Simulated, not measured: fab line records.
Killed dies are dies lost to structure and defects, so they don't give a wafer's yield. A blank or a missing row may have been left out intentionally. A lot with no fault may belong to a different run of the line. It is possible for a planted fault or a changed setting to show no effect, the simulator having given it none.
Which of the tools did it? ; flow n5_finfet ; 12 lots with 35 wafers sampled at 4 steps, on a route of 1938 steps

== WHAT THE GAUGES SHOWED, per wafer ==
N5_SD_EPI_P_OVL_MEAS_10.
lot;measured;on;SD_P_BLK_OVL (nm)
L986;day 3 17:04;overlay-01;-0.4 -0.5 -0.4
L989;day 4 12:40;overlay-01;-0.6 -0.6
L990;day 4 21:45;overlay-01;-0.4 -0.7 1.3
L991;day 5 01:50;overlay-01;0.5 0.4 0.8
L993;day 5 16:20;overlay-01;0.6 0.7 -0.4
L995;day 6 01:25;overlay-02;-1.1 -0.7 -1.1
L100;day 7 14:28;overlay-02;-0.4 -0.1 0.2
L101;day 7 18:25;overlay-01;0.5 0.2 -0.2
L102;day 7 20:00;overlay-02;0.5 -0.8 0.3
L103;day 8 07:27;overlay-02;0.2 0.5 0.0
L104;day 8 08:07;overlay-02;-0.4 0.7 0.6
L107;day 9 02:52;overlay-01;0.0 -0.3 -1.4

N5_SD_EPI_P_INSPECT_26: inspects for defects (darkfield).
lot;measured;on;raw_defect_count
L986;day 3 20:51;defect_inspect-02;171 139 177
L989;day 4 16:42;defect_inspect-01;142 179
L990;day 5 01:50;defect_inspect-01;134 121 130
L991;day 5 05:37;defect_inspect-02;218 273 217
L993;day 5 20:10;defect_inspect-02;216 224 177
L995;day 6 05:12;defect_inspect-01;153 106 173
L100;day 7 18:14;defect_inspect-02;177 168 130
L101;day 7 22:18;defect_inspect-02;607 640 583
L102;day 7 23:47;defect_inspect-01;599 584 562
L103;day 8 11:18;defect_inspect-02;167 189 159
L104;day 8 12:22;defect_inspect-01;166 163 206
L107;day 9 06:39;defect_inspect-02;166 118 147

== WHICH TOOL RAN EACH LOT (tool, then ch and the chambers of the sampled wafers, then the start) ==
lot;N5_SD_EPI_P_DESCUM_14;N5_SD_EPI_P_STRIP_40
L986;rie_diel-01 ch 0,2,3, day 3 17:07;plasma_asher-01 ch 0,1, day 3 17:58
L989;rie_diel-03 ch 1,3, day 4 12:59;plasma_asher-01 ch 0,1, day 4 13:49
L990;rie_diel-03 ch 1,2,3, day 4 21:49;plasma_asher-01 ch 0,1, day 4 22:58
L991;rie_diel-03 ch 1,2, day 5 01:54;plasma_asher-02 ch 0,1, day 5 02:44
L993;rie_diel-03 ch 0,1,2, day 5 16:27;plasma_asher-01 ch 0,1, day 5 17:17
L995;rie_diel-02 ch 1,2,3, day 6 01:28;plasma_asher-02 ch 0,1, day 6 02:18
L100;rie_diel-01 ch 0,1,2, day 7 14:32;plasma_asher-01 ch 0,1, day 7 15:22
L101;rie_diel-01 ch 0,2, day 7 18:28;plasma_asher-02 ch 0,1, day 7 19:18
L102;rie_diel-01 ch 0,1,3, day 7 20:03;plasma_asher-02 ch 0, day 7 20:53
L103;rie_diel-01 ch 1,2, day 8 07:34;plasma_asher-01 ch 0,1, day 8 08:26
L104;rie_diel-01 ch 1,2, day 8 08:39;plasma_asher-01 ch 0,1, day 8 09:29
L107;rie_diel-03 ch 0,1, day 9 02:56;plasma_asher-01 ch 0,1, day 9 03:46
- N5_SD_EPI_P_DESCUM_14: chemistry O2, time 7.9 s.
- N5_SD_EPI_P_STRIP_40: strips in N2/H2.

== AS READ BY THE TOOLS THEMSELVES (means over the sampled wafers that have a number; for cases with no such wafer, the mark the record gives instead) ==
N5_SD_EPI_P_DESCUM_14.
lot;tool;drypump_motor_current_A (A);oes_product_au (a.u.);rf_vpp_V (V);showerhead_plenum_p_Torr (Torr);throttle_valve_pct (%)
L986;rie_diel-01;6.2;0.76;242.7;2.11;20.5
L989;rie_diel-03;5.2;0.73;243.1;2.04;20.6
L990;rie_diel-03;5.4;0.72;242.4;2.05;20.8
L991;rie_diel-03;5.3;0.70;242.8;2.06;20.9
L993;rie_diel-03;5.4;0.71;243.3;2.11;20.9
L995;rie_diel-02;5.6;0.79;243.2;2.08;20.4
L100;rie_diel-01;5.9;0.75;242.9;2.09;20.3
L101;rie_diel-01;6.2;0.75;244.5;2.15;20.2
L102;rie_diel-01;5.9;0.74;241.5;2.03;20.6
L103;rie_diel-01;5.6;0.75;241.8;2.05;20.3
L104;rie_diel-01;5.8;0.75;243.1;2.11;20.2
L107;rie_diel-03;5.2;0.69;243.8;2.10;20.8

N5_SD_EPI_P_STRIP_40.
lot;tool;drypump_motor_current_A (A);heater_power_w (W);oes_product_au (a.u.)
L986;plasma_asher-01;5.63;393;0.754
L989;plasma_asher-01;5.70;386;0.768
L990;plasma_asher-01;5.64;381;0.757
L991;plasma_asher-02;5.41;329;0.761
L993;plasma_asher-01;5.74;378;0.760
L995;plasma_asher-02;5.59;337;0.762
L100;plasma_asher-01;5.74;378;0.768
L101;plasma_asher-02;5.40;326;0.765
L102;plasma_asher-02;5.22;301;0.757
L103;plasma_asher-01;5.64;383;0.757
L104;plasma_asher-01;5.76;382;0.771
L107;plasma_asher-01;5.65;379;0.752

== THE ANSWER, worked out from the rows above alone ==
Rule: the usual values come from the lots themselves. Put in order of their means at a reading, lots are off if they are a third of the lots or fewer, leave a main group of 4 or more, and stand apart from it by a gap of 3 or more times the standard deviation of the main group's means; of several such gaps the widest counts. A main group whose means are all the same, to the digits that the tables above print for the reading, isn't used. Also off: a lot with no number at a reading for which 4 or more lots have one. Any other lot the step has rows for is counted as sound. After the gauges, taken in route order, come the tools' own readings; for these a lot's mean is taken, as printed above. The first step at which some lot is off is used, and at that step the reading that is off furthest; a lot without a number counts as furthest.
Off, at N5_SD_EPI_P_INSPECT_26 on raw_defect_count: L101, L102. Mean 169 and standard deviation 30 in the main group.
A tool fits if, at a process step before that reading, it ran every lot that is off, and no sound lot after the first of them. The gauges at N5_SD_EPI_P_INSPECT_26 aren't tried: what is off there is off at N5_SD_EPI_P_STRIP_40 too, on other tools, and a gauge's error can't cause that. One candidate fits, namely plasma_asher-02 at N5_SD_EPI_P_STRIP_40. A fault onset in the window from L995 (day 6 02:18, its last sound lot) to L101 (day 7 19:18, its first lot off) fits.

== WHAT THE SIMULATOR HAD INSERTED ==
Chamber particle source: plasma_asher-02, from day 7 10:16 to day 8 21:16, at N5_SD_EPI_P_STRIP_40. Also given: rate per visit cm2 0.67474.
Shown lots that were struck: L101, L102. Same finding as the rule above.
